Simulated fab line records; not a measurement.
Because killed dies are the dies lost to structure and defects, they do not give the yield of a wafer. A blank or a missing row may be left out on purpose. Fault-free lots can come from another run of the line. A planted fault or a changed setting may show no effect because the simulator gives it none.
One fault through the eyes of 2 desks | flow n5Finfet | every desk sees just its own numbers, and what lay behind them comes last

== FOR THE TOOL OWNER'S DESK: aldMetal-01 ==
The tool's own readings at N5_HKMG_FIN_PWFM_ALD_03 (deposits TiN, target thk 2 nm, pulse time 1 s, purge time 3 s): means of the sampled wafers that have a number, for each lot that ran on this tool. Any lot whose mean is over 4 standard deviations away from the usual mean is out of limits and marked OUT; that distance is given in the brackets.
Columns: A = heaterPowerW at N5_HKMG_FIN_PWFM_ALD_03, usual 905 W; B = precursorPulseHeightRel at N5_HKMG_FIN_PWFM_ALD_03, usual 0.999
lot  | first seen here | A   | B
L274 | day 5 18:20     | 788 | 0.974
L289 | day 9 09:19     | 816 | 1.003
L291 | day 10 03:58    | 901 | 1.001
Result from this desk: across the 3 lots, nothing is out of limits.

== FROM THE METROLOGY DESK ==
What the gauges read, lot by lot, whatever tool the lot ran on: means of the sampled wafers that have a number. Any lot whose mean is over 4 standard deviations away from the usual mean is out of limits and marked OUT; that distance is given in the brackets. It has 15 readings, of which 7 appear: the earliest out of limits, and the ones furthest out on some lot.
Columns: A = IOFF_P at N5_BEOL_M4_RC_MEAS_101, usual 0.202 nA/um; B = IOFF_P_85C at N5_BEOL_M4_RC_MEAS_101, usual 3.5 nA/um; C = IOFF_P_LIN at N5_BEOL_M4_RC_MEAS_101, usual 0.095 nA/um; D = ION_P at N5_BEOL_M4_RC_MEAS_101, usual 460 uA/um; E = VT_P at N5_BEOL_M4_RC_MEAS_101, usual -251.4 mV; F = VT_P_LONG at N5_BEOL_M4_RC_MEAS_101, usual -277 mV; G = VT_P_LVT at N5_BEOL_M4_RC_MEAS_101, usual -100.2 mV
lot  | first seen here | A                | B              | C                | D              | E                 | F               | G
L269 | day 8 04:26     | 0.179            | 3.2            | 0.086            | 453            | -252.4            | -278            | -101.5
L274 | day 9 13:07     | 0.095 (-4.3) OUT | 1.8 (-5.0) OUT | 0.045 (-5.2) OUT | 422 (-5.6) OUT | -277.5 (-9.7) OUT | -304 (-8.7) OUT | -125.9 (-9.5) OUT
L280 | day 10 14:14    | 0.188            | 3.4            | 0.091            | 456            | -253.6            | -281            | -103.9
L281 | day 10 14:43    | 0.189            | 3.3            | 0.090            | 460            | -251.9            | -278            | -100.2
L289 | day 12 23:37    | 0.252            | 4.1            | 0.114            | 460            | -248.8            | -279            | -98.1
L288 | day 13 07:52    | 0.229            | 3.9            | 0.104            | 460            | -248.2            | -276            | -95.7
L291 | day 13 17:35    | 0.208            | 3.6            | 0.097            | 458            | -251.3            | -278            | -100.5
L290 | day 13 22:59    | 0.202            | 3.5            | 0.099            | 463            | -249.5            | -272            | -98.5
This desk's result: L274 out of limits, first on L274 (IOFF_P at N5_BEOL_M4_RC_MEAS_101), day 9 13:07. L269, L280, L281, L289, L288, L291, L290 stayed within limits.

== TAKEN TOGETHER ==
At day 9 13:07 the metrology desk could have sounded an alarm, on L274.
Nothing out of limits was seen by the tool owner's desk.
On record at the tool owner's desk: L274, within its limits.
The lots listed all ran N5_HKMG_FIN_PWFM_ALD_03 on aldMetal-01.

== WHAT THE SIMULATOR PUT IN ==
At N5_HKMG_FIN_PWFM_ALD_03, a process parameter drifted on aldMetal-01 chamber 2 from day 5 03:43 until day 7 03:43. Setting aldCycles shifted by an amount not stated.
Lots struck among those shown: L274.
Per desk, hours elapsed from the start of the fault to the first reading out of limits: for the metrology desk, 105.
